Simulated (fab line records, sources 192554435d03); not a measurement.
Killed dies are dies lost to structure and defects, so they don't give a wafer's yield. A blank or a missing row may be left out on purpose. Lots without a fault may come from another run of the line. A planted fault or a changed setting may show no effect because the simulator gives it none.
Split-lot experiment | flow n5_finfet | 7 lots, 39 wafers read, on a route of 1938 steps

THE SPLIT
At N5_BEOL_M3_ETCH_41 (etches SiCN in CH3F/O2, target depth 29.9 nm, time 52.5 s), the setting target_depth_a was moved away from the recipe's 299 angstrom on 12 of the 39 wafers read, by -55.1% to +46.6%. The other wafers ran this setting at the recipe's value.

The reading is taken at the split's own step.

THE READING
etch.depth_nm (the simulator's own value, which no gauge read), in nm, at N5_BEOL_M3_ETCH_41 (etches SiCN in CH3F/O2, target depth 29.9 nm, time 52.5 s). The file gives no usual value for it. The 27 wafers here that ran the recipe average 20.079 nm, standard deviation 0.42 nm.

wafer  | tool, chamber at the split | target_depth_a as run, angstrom | against the recipe | etch.depth_nm, nm | against lot-mates on the recipe
L077.1 | rie_diel-02, 0             | 299                             | recipe             | 20.46             | -
L077.2 | rie_diel-02, 1             | 134.3                           | -55.1%             | 9.087             | -10.816
L077.3 | rie_diel-02, 2             | 299                             | recipe             | 19.4              | -
L077.4 | rie_diel-02, 3             | 299                             | recipe             | 19.85             | -
L077.5 | rie_diel-02, 3             | 134.3                           | -55.1%             | 9.039             | -10.864
L077.6 | rie_diel-02, 2             | 134.3                           | -55.1%             | 8.741             | -11.162
L084.1 | rie_diel-02, 0             | 299                             | recipe             | 20.86             | -
L084.2 | rie_diel-02, 2             | 299                             | recipe             | 19.58             | -
L084.3 | rie_diel-02, 3             | 299                             | recipe             | 20.01             | -
L084.4 | rie_diel-02, 1             | 299                             | recipe             | 20                | -
L084.5 | rie_diel-02, 3             | 299                             | recipe             | 20.16             | -
L084.6 | rie_diel-02, 0             | 299                             | recipe             | 20.74             | -
L085.1 | rie_diel-02, 2             | 299                             | recipe             | 19.43             | -
L085.2 | rie_diel-02, 3             | 299                             | recipe             | 19.88             | -
L085.3 | rie_diel-02, 1             | 299                             | recipe             | 19.91             | -
L085.4 | rie_diel-02, 0             | 299                             | recipe             | 20.69             | -
L085.5 | rie_diel-02, 3             | 299                             | recipe             | 19.99             | -
L085.6 | rie_diel-02, 2             | 299                             | recipe             | 19.58             | -
L088.1 | rie_diel-03, 0             | 438.2                           | +46.6%             | 29.13             | +9.303
L088.2 | rie_diel-03, 3             | 299                             | recipe             | 19.87             | -
L088.3 | rie_diel-03, 1             | 438.2                           | +46.6%             | 29.65             | +9.823
L088.4 | rie_diel-03, 2             | 299                             | recipe             | 19.26             | -
L088.5 | rie_diel-03, 1             | 299                             | recipe             | 20.35             | -
L088.6 | rie_diel-03, 0             | 438.2                           | +46.6%             | 29.24             | +9.413
L092.1 | rie_diel-03, 2             | 299                             | recipe             | 19.7              | -
L092.2 | rie_diel-03, 3             | 299                             | recipe             | 20.19             | -
L092.3 | rie_diel-03, 1             | 242                             | -19.1%             | 16.8              | -3.217
L092.4 | rie_diel-03, 0             | 299                             | recipe             | 20.16             | -
L092.5 | rie_diel-03, 3             | 242                             | -19.1%             | 16.4              | -3.617
L092.6 | rie_diel-03, 2             | 242                             | -19.1%             | 15.77             | -4.247
L091.1 | rie_diel-03, 3             | 299                             | recipe             | 20.14             | -
L091.5 | rie_diel-03, 0             | 299                             | recipe             | 20.09             | -
L091.6 | rie_diel-03, 1             | 299                             | recipe             | 20.57             | -
L093.1 | rie_diel-03, 0             | 299                             | recipe             | 20.32             | -
L093.2 | rie_diel-03, 1             | 299                             | recipe             | 20.69             | -
L093.3 | rie_diel-03, 3             | 162.7                           | -45.6%             | 10.9              | -9.517
L093.4 | rie_diel-03, 0             | 299                             | recipe             | 20.24             | -
L093.5 | rie_diel-03, 1             | 162.7                           | -45.6%             | 11.24             | -9.177
L093.6 | rie_diel-03, 3             | 162.7                           | -45.6%             | 11.02             | -9.397

THE FIT
A straight line over all 39 wafers: etch.depth_nm changes by +0.2 nm for each +1% of target_depth_a; r = +1.00; the points scatter about the line by 0.39 nm.
The same after taking each lot's own level away (the mean of its wafers on the recipe; 39 wafers): +0.202 nm for each +1%; r = +1.00; scatter 0.36 nm.
On that fit, the largest move of target_depth_a shifts the reading by 11 nm.
The lots' own levels span 19.8267 to 20.4167 nm, that is 1.4 times the standard deviation above.
So the lot-to-lot level changes the slope little: the two slopes agree.
Check: with one of the wafers moved furthest among these (-55.1%) left out of the fit, the line predicts -11.2 nm for it against its lot-mates. It came out at -10.8 nm against them.

OTHER SPLITS ON THESE WAFERS
These wafers also went through other splits before the reading. Each is held against what the fit with the lots' levels taken away leaves over:
other split on the same wafers                  | wafers away from the commonest value | r with etch.depth_nm (lot level and that fit taken away)
N5_FIN_CUT_CUT_ETCH_15 time_s                   | 15                                   | -0.22
N5_SD_EPI_N_EPI_21 epi_growth_time_s            | 15                                   | -0.15
N5_HKMG_FIN_ALD_75 target_thk_a                 | 15                                   | +0.33
N5_MOL_CONTACT_COAG_ETCHBACK_136 target_depth_a | 15                                   | -0.04

THE FILE'S OWN FIT
etch.depth_nm changes by +0.202 nm for each +1% of target_depth_a, r = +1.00.
